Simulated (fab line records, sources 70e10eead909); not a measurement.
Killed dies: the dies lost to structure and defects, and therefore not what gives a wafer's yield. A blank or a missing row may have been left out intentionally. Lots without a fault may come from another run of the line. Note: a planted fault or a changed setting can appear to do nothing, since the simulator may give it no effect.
One fault through the eyes of 2 desks | flow nand-harc | only its own numbers are on each desk; what lay behind them is given at the end

== FOR THE TOOL OWNER'S DESK: litho-track-06 ==
The tool's own readings at NHARC_P_M0_PEB_07 (peb time 65 s): means of the sampled wafers that have a number, for each lot that ran on this tool. The brackets show how far a lot's mean lies from the usual mean; more than 4 standard deviations puts the lot out of limits, marked OUT.
Columns: A = heater-power-total-W at NHARC_P_M0_PEB_07, usual 156.5 W; B = plate-temp-C at NHARC_P_M0_PEB_07, usual 100.02 C
lot  | first seen here | A               | B
L828 | day 10 14:22    | 156.4           | 100.08
L830 | day 10 21:19    | 156.1           | 100.21
L836 | day 14 03:28    | 163.7 (+17) OUT | 103.21 (+25) OUT
L837 | day 14 07:45    | 163.4 (+16) OUT | 103.19 (+24) OUT
This desk's finding: out of limits on L836, L837; first on L836, day 14 03:28 (heater-power-total-W at NHARC_P_M0_PEB_07). L828, L830 stayed within limits.

== FROM THE METROLOGY DESK ==
Means of the sampled wafers that have a number, per lot and without regard to the tool the lot ran on: this is what the gauges read. The brackets show how far a lot's mean lies from the usual mean; more than 4 standard deviations puts the lot out of limits, marked OUT.
Columns: A = overlay-x-nm at NHARC_P_CONTACT_OVL_MEAS_13, usual 0.0 nm; B = overlay-y-nm at NHARC_P_CONTACT_OVL_MEAS_13, usual -0.1 nm; C = cd-nm at NHARC_P_M0_CD_MEAS_09, usual 90.0 nm
lot  | first seen here | A    | B    | C
L818 | day 6 07:31     | -0.9 | 0.4  | 90.7
L823 | day 8 04:54     | 0.8  | -0.0 | 91.0
L825 | day 8 17:36     | -0.1 | -0.6 | 91.4
L827 | day 9 15:53     | -0.4 | -1.2 | 91.6
L828 | day 10 10:04    | 0.3  | 0.1  | 90.1
L829 | day 10 16:52    | -0.5 | -0.5 | 90.3
L830 | day 10 17:19    | 0.0  | -0.2 | 88.8
L831 | day 11 19:24    | -0.0 | -0.1 | 90.7
L836 | day 13 23:17    | 2.3  | 0.1  | 100.0 (+11) OUT
L837 | day 14 03:26    | 0.5  | 1.1  | 100.6 (+12) OUT
L839 | day 14 22:08    | 1.2  | -0.7 | 90.8
This desk's finding: out of limits on L836, L837; first on L836, day 14 03:32 (cd-nm at NHARC_P_M0_CD_MEAS_09). L818, L823, L825, L827, L828, L829, L830, L831, L839 stayed within limits.

== BROUGHT TOGETHER ==
An alarm could have come from the tool owner's desk at day 14 03:28, on L836, L837.
The metrology desk could have raised an alarm at day 14 03:32, on L836, L837.
Every lot named ran NHARC_P_M0_PEB_07 on litho-track-06.

== WHAT THE SIMULATOR PUT IN ==
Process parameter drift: litho-track-06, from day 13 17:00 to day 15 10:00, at NHARC_P_M0_PEB_07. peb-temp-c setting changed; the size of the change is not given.
Struck lots among those shown: L836, L837.
Counting hours from when the fault started, the first reading out of limits came at 10 for the tool owner's desk and at 11 for the metrology desk.
